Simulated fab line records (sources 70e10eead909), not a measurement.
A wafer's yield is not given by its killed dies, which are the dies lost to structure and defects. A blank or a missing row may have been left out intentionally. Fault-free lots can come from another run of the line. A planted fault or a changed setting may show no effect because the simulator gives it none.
Chamber matching || flow nand_harc || 4 sister chambers for NHARC_P_ZERO_WELL_DESCUM_13 on rie_diel-12
The step chemistry O2, time 3 s. 4 wafers are shown with their chamber, then 9 later ones without.

EACH WAFER AND ITS CHAMBER
{"wafer": "L085.3", "chamber": 0, "showerhead_plenum_p_Torr (Torr)": 1.78}
{"wafer": "L086.3", "chamber": 1, "showerhead_plenum_p_Torr (Torr)": 2.01}
{"wafer": "L086.5", "chamber": 2, "showerhead_plenum_p_Torr (Torr)": 1.86}
{"wafer": "L086.6", "chamber": 3, "showerhead_plenum_p_Torr (Torr)": 1.79}

WAFERS WITHOUT THEIR CHAMBER
{"wafer": "L092.1", "showerhead_plenum_p_Torr (Torr)": 1.79}
{"wafer": "L092.2", "showerhead_plenum_p_Torr (Torr)": 1.77}
{"wafer": "L092.3", "showerhead_plenum_p_Torr (Torr)": 1.86}
{"wafer": "L096.1", "showerhead_plenum_p_Torr (Torr)": 2.00}
{"wafer": "L096.2", "showerhead_plenum_p_Torr (Torr)": 1.78}
{"wafer": "L096.6", "showerhead_plenum_p_Torr (Torr)": 2.00}
{"wafer": "L097.2", "showerhead_plenum_p_Torr (Torr)": 2.00}
{"wafer": "L097.3", "showerhead_plenum_p_Torr (Torr)": 1.78}
{"wafer": "L097.6", "showerhead_plenum_p_Torr (Torr)": 1.85}

CHAMBER TAKEN BY EACH
{"wafer": "L092.1", "from the rows above": "can't be placed: 3 or 0", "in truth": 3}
{"wafer": "L092.2", "from the rows above": "can't be placed: 0 or 3", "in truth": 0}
{"wafer": "L092.3", "from the rows above": 2, "in truth": 2}
{"wafer": "L096.1", "from the rows above": 1, "in truth": 1}
{"wafer": "L096.2", "from the rows above": "can't be placed: 0 or 3", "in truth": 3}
{"wafer": "L096.6", "from the rows above": 1, "in truth": 1}
{"wafer": "L097.2", "from the rows above": 1, "in truth": 1}
{"wafer": "L097.3", "from the rows above": "can't be placed: 0 or 3", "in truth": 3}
{"wafer": "L097.6", "from the rows above": 2, "in truth": 2}
Correct placement for 5 of the 9. Unplaceable from these rows: 4, with the true chamber sitting among the candidates in 4. Placed wrongly: 0.
How it was worked out, from the rows above alone: a wafer's distance from a chamber is the root of the sum, over the readings, of the square of ((its reading less the chamber's mean) divided by the reading's scatter). If the next closest chamber is less than 2 further off than the closest, the wafer can't be placed; otherwise it belongs to the closest. For every chamber, the mean is computed from those of its wafers that are shown. The scatter: with one shown wafer a chamber, the root of the mean of the squares of how far each hidden wafer lies from its nearest shown one.
